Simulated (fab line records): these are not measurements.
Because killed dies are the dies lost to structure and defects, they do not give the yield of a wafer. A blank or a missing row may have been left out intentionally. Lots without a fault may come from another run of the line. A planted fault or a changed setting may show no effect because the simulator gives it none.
Lot-split experiment ; flow n5_finfet ; 7 lots, 21 wafers read, on a route of 1938 steps

ABOUT THE SPLIT
At N5_BEOL_M12_ETCH_68 (etches SOC in N2/H2, time 285 s), the setting time_s was moved away from the recipe's 285 s on 5 of the 21 wafers read, by -16.6% to +18.9%. The other wafers ran this setting at the recipe's value.

The split's own step is where the reading is taken.

THE READING
SiARC_of_BEOL_M12_COAT_66.thk_nm (the simulator's own value, which no gauge read), in nm, at N5_BEOL_M12_ETCH_68 (etches SOC in N2/H2, time 285 s). No usual value for it is given in the file. Here, 16 wafers ran the recipe; their average is 85.8 nm with a standard deviation of 0.27 nm.

wafer;tool, chamber at the split;time_s as run, s;against the recipe;SiARC_of_BEOL_M12_COAT_66.thk_nm, nm;against lot-mates on the recipe
L076.1;rie_diel-03, 0,2;285;recipe;85.8;-
L076.6;rie_diel-03, 0,2;285;recipe;85.8;-
L076.5;rie_diel-03, 3;285;recipe;85.6;-
L080.1;rie_diel-03, 3,2;237.7;-16.6%;89.8;no lot-mate on the recipe
L080.2;rie_diel-03, 3,2;237.7;-16.6%;89.8;no lot-mate on the recipe
L080.6;rie_diel-03, 0;237.7;-16.6%;90.2;no lot-mate on the recipe
L086.3;rie_diel-05, 1;285;recipe;85.2;-
L086.4;rie_diel-05, 1;338.8;+18.9%;80.6;-4.9
L086.5;rie_diel-05, 0;285;recipe;85.8;-
L091.1;rie_diel-03, 1,0;285;recipe;85.6;-
L091.3;rie_diel-03, 1,0;285;recipe;85.6;-
L091.5;rie_diel-03, 1;285;recipe;86;-
L093.1;rie_diel-05, 0,3;285;recipe;86;-
L093.4;rie_diel-05, 0,3;285;recipe;86;-
L093.5;rie_diel-05, 2;285;recipe;85.4;-
L097.2;rie_diel-03, 0;285;recipe;86.2;-
L097.5;rie_diel-03, 0;285;recipe;86.2;-
L097.6;rie_diel-03, 1;285;recipe;85.6;-
L096.1;rie_diel-03, 1;256.8;-9.9%;88;+2.1
L096.5;rie_diel-03, 0;285;recipe;86;-
L096.6;rie_diel-03, 1;285;recipe;85.8;-
If several chambers appear in one row, that row covers several wafers at once and the file leaves open which wafer was in which chamber.

FIT RESULTS
A straight line over all 21 wafers: SiARC_of_BEOL_M12_COAT_66.thk_nm changes by -0.256 nm for each +1% of time_s; r = -0.99; the points scatter about the line by 0.28 nm.
The same after taking each lot's own level away (the mean of its wafers on the recipe; 18 wafers): -0.249 nm for each +1%; r = -0.98; scatter 0.25 nm.
That fit puts the effect of the largest move of time_s on the reading at 4.7 nm.
Across the lots, their own levels run from 85.50 to 86.00 nm, a range of 1.9 times the standard deviation given above.
The two slopes agree, so the slope changes little with the lot-to-lot level.
Check: -4.01 nm against its lot-mates is what the line predicts for one of the wafers moved furthest among these (+18.9%) when that wafer is left out of the fit. It came out at -4.9 nm against them.

OTHER SPLITS APPLIED TO THESE WAFERS
Before the reading, these wafers also passed through other splits. Each is held against what the fit with the lots' levels taken away leaves over:
other split on the same wafers;wafers away from the commonest value;r with SiARC_of_BEOL_M12_COAT_66.thk_nm (lot level and that fit taken away)
N5_BEOL_M10_TRENCH_ETCH_37 bias_w;12;-0.12
N5_BEOL_M10_ALD_74 ald_cycles;4;+0.10
N5_BEOL_M12_ILD_DEP_00 time_s;3;+0.18
N5_BEOL_M12_EXPOSE_07 dose_mj;6;-0.06

THE FILE'S OWN FIT
SiARC_of_BEOL_M12_COAT_66.thk_nm changes by -0.249 nm for each +1% of time_s, r = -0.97.
